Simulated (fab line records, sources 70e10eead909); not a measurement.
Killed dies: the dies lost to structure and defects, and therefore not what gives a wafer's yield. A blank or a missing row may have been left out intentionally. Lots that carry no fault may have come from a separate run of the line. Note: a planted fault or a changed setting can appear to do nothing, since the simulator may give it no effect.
Comparing a struck lot with a sound one || flow nand_harc || 17 steps out of a route of 1302
Sound: wafers L723.1, L723.4, L723.5. Wafers struck: L736.1, L736.2, L736.6. The cause is named last.
At each step with rows: each side's tool, then ch and its chambers, then its first start. Under that, the readings that differ: sound wafers || struck wafers || difference of the means || sigmas: that difference in standard deviations of wafers without a fault.
alike: readings with means less than 2 such deviations apart, plus words and numbers identical on both sides. not compared: withheld readings, readings lacking a value on some wafer, bounds such as >300 that could conceal the same value, and numbers that have no deviation in the record and whose values overlap.
The two part at a step that has a row with sigmas, a row that says differs or no value, or rows on one side only. When numbers do not overlap yet have no deviation, they are printed without sigmas and do not part them. A reading that every wafer of one side lacks parts them only if that side has two wafers or more.

NHARC_P_GATE_CD_MEAS_59: target cd 720 nm.
  sound on cd_sem-01 ch 0, day 5 11:03; struck on cd_sem-03 ch 0, day 11 21:28
  alike: cd_nm
then, 1 step without rows for these wafers: NHARC_P_GATE_HARDBAKE_60 (time 80 s).
NHARC_P_GATE_DESCUM_61: chemistry O2, time 3 s.
  sound on rie_diel-09 ch 0,1,2, day 5 11:14; struck on rie_diel-05 ch 1,2, day 11 21:38
  alike: drypump_motor_current_A, oes_product_au, rf_vpp_V, showerhead_plenum_p_Torr, throttle_valve_pct
  not compared: rf_hours_counter_h
after that, 1 step had no rows for these wafers: NHARC_P_GATE_IMPLANT_62.
NHARC_P_GATE_STRIP_112: strips in N2/H2, time 200 s.
  sound on plasma_asher-01 ch 0,1, day 5 11:39; struck on plasma_asher-02 ch 0,1, day 11 22:01
  alike: drypump_motor_current_A, heater_power_w
  not compared: rf_hours_counter_h
NHARC_P_GATE_STRIP_76: strips in O2.
  sound on plasma_asher-01 ch 0,1, day 5 11:53; struck on plasma_asher-02 ch 0,1, day 11 22:17
  alike: drypump_motor_current_A, heater_power_w
  not compared: rf_hours_counter_h
then, 6 steps without rows for these wafers: NHARC_P_GATE_STRIP_63 (strips in SPM, time 900 s); NHARC_P_GATE_DEHYDRATE_83 (time 120 s); NHARC_P_GATE_HMDS_84 (time 30 s); NHARC_P_GATE_COAT_85; NHARC_P_GATE_SOFTBAKE_86 (time 95 s); NHARC_P_GATE_EBR_87.
NHARC_P_GATE_EXPOSE_88: exposes mask P HVN, target cd 2000 nm.
  sound on krf_scanner-04 ch 0, day 5 12:38; struck on krf_scanner-01 ch 0, day 11 22:55
{"reading": "mask", "sound": "P_HVN#0 P_HVN#0 P_HVN#0", "struck": "P_HVN_R1#0 P_HVN_R1#0 P_HVN_R1#0", "difference": "differs", "sigmas": ""}
  alike: focus_offset_nm
then, 2 steps without rows for these wafers: NHARC_P_GATE_PEB_89 (peb time 85 s); NHARC_P_GATE_DEVELOP_90 (time 70 s).
NHARC_P_GATE_CD_MEAS_91: target cd 2000 nm.
  sound on cd_sem-03 ch 0, day 5 12:47; struck on cd_sem-02 ch 0
{"reading": "cd_nm (nm)", "sound": "1999.1 2000.3 1999.6", "struck": "2192.5 2194.0 2194.4", "difference": "+194.0", "sigmas": "+88"}
  not compared: hold
after that, 1 step had no rows for these wafers: NHARC_END_SORT_01.

== WHERE THEY PART ==
Last at NHARC_P_GATE_CD_MEAS_91 as far as this record goes, first at NHARC_P_GATE_EXPOSE_88.

WHY: what had been put in by the simulator
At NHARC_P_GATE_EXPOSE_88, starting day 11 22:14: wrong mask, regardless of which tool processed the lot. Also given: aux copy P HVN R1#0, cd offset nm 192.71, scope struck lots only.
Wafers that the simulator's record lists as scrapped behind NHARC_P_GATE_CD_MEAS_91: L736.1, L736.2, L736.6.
